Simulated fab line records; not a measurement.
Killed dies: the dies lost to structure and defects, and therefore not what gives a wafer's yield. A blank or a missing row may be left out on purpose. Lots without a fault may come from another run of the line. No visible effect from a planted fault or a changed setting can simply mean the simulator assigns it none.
Which of the tools did it?    flow n5Finfet    24 lots, 72 wafers sampled, at 4 steps of a route of 1938

== WHAT THE GAUGES SHOWED, per wafer ==
N5_BEOL_M8_OVL_MEAS_12.
lot   measured      on          M8_OVL (nm)
L074  day 9 05:14   overlay-01  1.1 -0.1 -0.4
L075  day 10 01:46  overlay-02  -0.7 -1.4 -0.8
L077  day 10 02:19  overlay-02  -0.1 0.0 -0.3
L076  day 10 02:14  overlay-02  -0.1 0.9 -0.9
L079  day 10 05:45  overlay-01  -1.2 -0.3 0.9
L078  day 10 06:05  overlay-02  1.1 0.3 1.0
L080  day 10 19:46  overlay-01  -1.0 -0.7 -0.3
L081  day 11 05:50  overlay-01  -0.9 -0.2 -0.5
L082  day 11 06:55  overlay-01  0.0 -0.5 -1.6
L083  day 11 15:38  overlay-02  0.3 -0.8 -0.8
L085  day 12 04:41  overlay-02  0.4 0.7 -0.3
L086  day 12 13:14  overlay-02  0.3 -0.1 -0.5
L084  day 12 15:28  overlay-02  -1.2 -0.5 -1.2
L088  day 12 19:24  overlay-02  -1.2 -1.5 -1.2
L087  day 13 00:55  overlay-01  0.0 0.1 -0.1
L089  day 13 04:35  overlay-01  0.4 0.9 0.0
L090  day 13 09:29  overlay-01  0.7 1.1 1.3
L091  day 13 09:46  overlay-02  0.3 -0.5 -0.7
L093  day 13 19:36  overlay-02  -1.1 0.4 -0.5
L092  day 14 05:58  overlay-01  -0.8 -0.8 -0.3
L094  day 14 19:04  overlay-01  0.8 0.1 -0.2
L095  day 15 01:04  overlay-01  -0.6 -0.6 0.2
L096  day 15 04:08  overlay-01  -0.4 1.1 0.9
L097  day 15 11:34  overlay-01  -0.8 -0.6 -0.6

== WHAT TOOL EACH LOT RAN ON (gives the tool, then ch and the chambers of the sampled wafers, and finally the start) ==
lot   N5_BEOL_M7_ILD_DEP_00            N5_BEOL_M7_DEGAS_44          N5_BEOL_M7_ANNEAL_51
L074  pecvd-04 ch 0,1,2, day 8 18:53   pvdSputter-03, day 9 00:58   rtpAnneal-01 ch 0, day 9 01:50
L075  pecvd-02 ch 0,1, day 9 14:54     pvdSputter-01, day 9 21:20   rtpAnneal-02 ch 0, day 9 22:10
L077  pecvd-04 ch 0,1, day 9 15:07     pvdSputter-01, day 9 21:40   rtpAnneal-02 ch 0, day 9 23:40
L076  pecvd-04 ch 0,1, day 9 15:22     pvdSputter-01, day 9 21:44   rtpAnneal-02 ch 0, day 9 23:26
L079  pecvd-01 ch 0,1,2, day 9 20:15   pvdSputter-01, day 10 02:04  rtpAnneal-02 ch 0, day 10 03:09
L078  pecvd-04 ch 1, day 9 20:28       pvdSputter-03, day 10 02:11  rtpAnneal-02 ch 0, day 10 03:25
L080  pecvd-04 ch 0,1, day 10 08:34    pvdSputter-02, day 10 14:53  rtpAnneal-01 ch 0, day 10 16:27
L081  pecvd-04 ch 0,1,2, day 10 17:41  pvdSputter-01, day 10 23:44  rtpAnneal-02 ch 0, day 11 02:23
L082  pecvd-04 ch 0,1, day 10 22:03    pvdSputter-01, day 11 03:50  rtpAnneal-01 ch 0, day 11 04:46
L083  pecvd-02 ch 0,1, day 11 03:32    pvdSputter-03, day 11 10:53  rtpAnneal-02 ch 0, day 11 12:26
L085  pecvd-01 ch 0,2, day 11 17:08    pvdSputter-03, day 12 00:33  rtpAnneal-02 ch 0, day 12 01:53
L086  pecvd-02 ch 0,1,2, day 12 04:13  pvdSputter-03, day 12 07:41  rtpAnneal-01 ch 0, day 12 10:39
L084  pecvd-01 ch 0,2, day 12 04:19    pvdSputter-03, day 12 11:26  rtpAnneal-02 ch 0, day 12 13:02
L088  pecvd-01 ch 0,1, day 12 08:21    pvdSputter-01, day 12 14:14  rtpAnneal-01 ch 0, day 12 16:32
L087  pecvd-02 ch 0,1,2, day 12 16:32  pvdSputter-02, day 12 21:33  rtpAnneal-02 ch 0, day 12 22:22
L089  pecvd-02 ch 1,2, day 12 17:28    pvdSputter-01, day 12 21:50  rtpAnneal-01 ch 0, day 13 00:28
L090  pecvd-04 ch 1,2, day 12 21:56    pvdSputter-01, day 13 05:06  rtpAnneal-02 ch 0, day 13 07:15
L091  pecvd-04 ch 0,1,2, day 13 00:03  pvdSputter-01, day 13 05:18  rtpAnneal-01 ch 0, day 13 07:37
L093  pecvd-04 ch 0,1,2, day 13 09:20  pvdSputter-01, day 13 15:24  rtpAnneal-02 ch 0, day 13 16:23
L092  pecvd-02 ch 0,1,2, day 13 15:50  pvdSputter-01, day 13 21:44  rtpAnneal-02 ch 0, day 14 00:29
L094  pecvd-02 ch 0,2, day 14 07:58    pvdSputter-02, day 14 14:40  rtpAnneal-01 ch 0, day 14 15:55
L095  pecvd-02 ch 1,2, day 14 11:04    pvdSputter-02, day 14 19:28  rtpAnneal-01 ch 0, day 14 21:20
L096  pecvd-04 ch 0,1, day 14 15:53    pvdSputter-02, day 15 00:11  rtpAnneal-02 ch 0, day 15 01:04
L097  pecvd-04 ch 1,2, day 15 01:46    pvdSputter-03, day 15 07:22  rtpAnneal-01 ch 0, day 15 09:19
- N5_BEOL_M7_ILD_DEP_00: deposits SiCOH lowk from DEMS/porogen, target thk 179.75 nm, time 33.4 s.
- N5_BEOL_M7_DEGAS_44: time 60 s.
- N5_BEOL_M7_ANNEAL_51: time 90 s.

== AS READ BY THE TOOLS THEMSELVES (means over the sampled wafers that have a number; for cases with no such wafer, the mark the record gives instead) ==
N5_BEOL_M7_ILD_DEP_00.
lot   tool      chamberPressureTorr (Torr)  heaterPowerW (W)  showerheadPlenumPTorr (Torr)  throttleValvePct (%)
L074  pecvd-04  5.006                       330               5.754                         13.6
L075  pecvd-02  5.004                       356               5.718                         15.1
L077  pecvd-04  5.007                       336               5.753                         13.2
L076  pecvd-04  4.993                       337               5.748                         13.1
L079  pecvd-01  5.009                       317               5.748                         13.9
L078  pecvd-04  4.993                       326               5.740                         12.5
L080  pecvd-04  4.999                       340               5.746                         12.8
L081  pecvd-04  4.999                       332               5.751                         13.2
L082  pecvd-04  5.001                       328               5.741                         13.0
L083  pecvd-02  4.996                       296               5.726                         14.9
L085  pecvd-01  5.007                       320               5.744                         14.2
L086  pecvd-02  4.993                       324               5.729                         14.3
L084  pecvd-01  5.006                       307               5.752                         14.2
L088  pecvd-01  5.007                       319               5.744                         14.4
L087  pecvd-02  4.993                       296               5.729                         14.4
L089  pecvd-02  4.996                       242               5.732                         14.3
L090  pecvd-04  5.003                       320               5.742                         13.0
L091  pecvd-04  4.992                       335               5.743                         13.2
L093  pecvd-04  4.996                       305               5.761                         13.1
L092  pecvd-02  4.997                       298               5.729                         14.3
L094  pecvd-02  5.015                       326               5.719                         14.6
L095  pecvd-02  4.986                       266               5.743                         13.6
L096  pecvd-04  5.000                       333               5.755                         13.4
L097  pecvd-04  5.004                       322               5.748                         13.1

N5_BEOL_M7_DEGAS_44.
lot   tool           heaterPowerW (W)
L074  pvdSputter-03  325
L075  pvdSputter-01  385
L077  pvdSputter-01  360
L076  pvdSputter-01  388
L079  pvdSputter-01  362
L078  pvdSputter-03  330
L080  pvdSputter-02  343
L081  pvdSputter-01  313
L082  pvdSputter-01  338
L083  pvdSputter-03  360
L085  pvdSputter-03  342
L086  pvdSputter-03  346
L084  pvdSputter-03  332
L088  pvdSputter-01  373
L087  pvdSputter-02  323
L089  pvdSputter-01  363
L090  pvdSputter-01  336
L091  pvdSputter-01  335
L093  pvdSputter-01  322
L092  pvdSputter-01  373
L094  pvdSputter-02  326
L095  pvdSputter-02  328
L096  pvdSputter-02  312
L097  pvdSputter-03  351

N5_BEOL_M7_ANNEAL_51.
lot   tool          wafer_temp_C_max
L074  rtpAnneal-01  225.4
L075  rtpAnneal-02  226.6
L077  rtpAnneal-02  226.1
L076  rtpAnneal-02  226.5
L079  rtpAnneal-02  226.6
L078  rtpAnneal-02  226.6
L080  rtpAnneal-01  225.7
L081  rtpAnneal-02  226.6
L082  rtpAnneal-01  225.5
L083  rtpAnneal-02  226.7
L085  rtpAnneal-02  226.7
L086  rtpAnneal-01  225.9
L084  rtpAnneal-02  226.6
L088  rtpAnneal-01  225.5
L087  rtpAnneal-02  226.8
L089  rtpAnneal-01  225.7
L090  rtpAnneal-02  226.7
L091  rtpAnneal-01  225.7
L093  rtpAnneal-02  226.6
L092  rtpAnneal-02  226.4
L094  rtpAnneal-01  225.5
L095  rtpAnneal-01  225.7
L096  rtpAnneal-02  226.6
L097  rtpAnneal-01  225.8

== THE ANSWER, worked out from the rows above alone ==
Rule: the usual values come from the lots themselves. The widest of any qualifying gaps counts: lots, ordered by their means at a reading, are off when they make up no more than a third of the lots, leave a main group of 4 or more, and stand apart from it by 3 or more times the standard deviation of that group's means. A main group whose means are all the same, to the digits that the tables above print for the reading, isn't used. A lot without any number at a reading at which 4 lots or more have one is off too. All remaining lots with rows at the step are treated as sound. Order of review: gauges by route order, followed by the tools' own readings, for which a lot's mean as printed above is used. The first step at which some lot is off is used, and at that step the reading that is off furthest; a lot without a number counts as furthest.
Across all readings shown, no lot is off: no conclusion can be drawn from this.

== WHAT HAD BEEN PUT IN BY THE SIMULATOR ==
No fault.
